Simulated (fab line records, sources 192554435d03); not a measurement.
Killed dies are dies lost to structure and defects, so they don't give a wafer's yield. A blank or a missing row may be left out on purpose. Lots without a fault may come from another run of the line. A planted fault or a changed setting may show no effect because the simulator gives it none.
Chamber matching | flow n5_finfet | N5_BEOL_M8_STRIP_36 on rie_diel-05: 4 sister chambers
The step strips in N2/H2. 7 wafers are shown with their chamber, then 7 later ones without.

WAFERS WITH THEIR CHAMBER
wafer  | chamber | showerhead_plenum_p_Torr (Torr) | drypump_motor_current_A (A)
L082.2 | 1       | 2.41                            | 5.6
L082.4 | 2       | 2.62                            | 5.9
L082.6 | 3       | 2.70                            | 5.7
L087.1 | 3       | 2.69                            | 5.7
L087.6 | 0       | 2.56                            | 4.9
L089.3 | 2       | 2.62                            | 5.9
L089.4 | 0       | 2.56                            | 5.0

WAFERS WITHOUT THEIR CHAMBER
wafer  | showerhead_plenum_p_Torr (Torr) | drypump_motor_current_A (A)
L089.5 | 2.69                            | 5.7
L093.1 | 2.55                            | 5.0
L093.2 | 2.69                            | 5.7
L093.3 | 2.61                            | 5.9
L096.1 | 2.68                            | 5.7
L096.2 | 2.61                            | 5.9
L096.4 | 2.55                            | 5.0

WHICH CHAMBER EACH WENT THROUGH
wafer  | from the rows above | in truth
L089.5 | 3                   | 3
L093.1 | 0                   | 0
L093.2 | 3                   | 3
L093.3 | 2                   | 2
L096.1 | 3                   | 3
L096.2 | 2                   | 2
L096.4 | 0                   | 0
Placed correctly: 7 of 7. Can't be placed from these rows: 0. Placed wrongly: 0.
How it was worked out, from the rows above alone: a wafer's distance from a chamber is the root of the sum, over the readings, of the square of ((its reading less the chamber's mean) divided by the reading's scatter). The wafer belongs to the nearest chamber; if the next one is less than 2 further off, it can't be placed. A chamber's mean is the mean of its shown wafers. The scatter: the root of (the sum of the squares of (reading less its chamber's mean) over the shown wafers, divided by (wafers less chambers)).
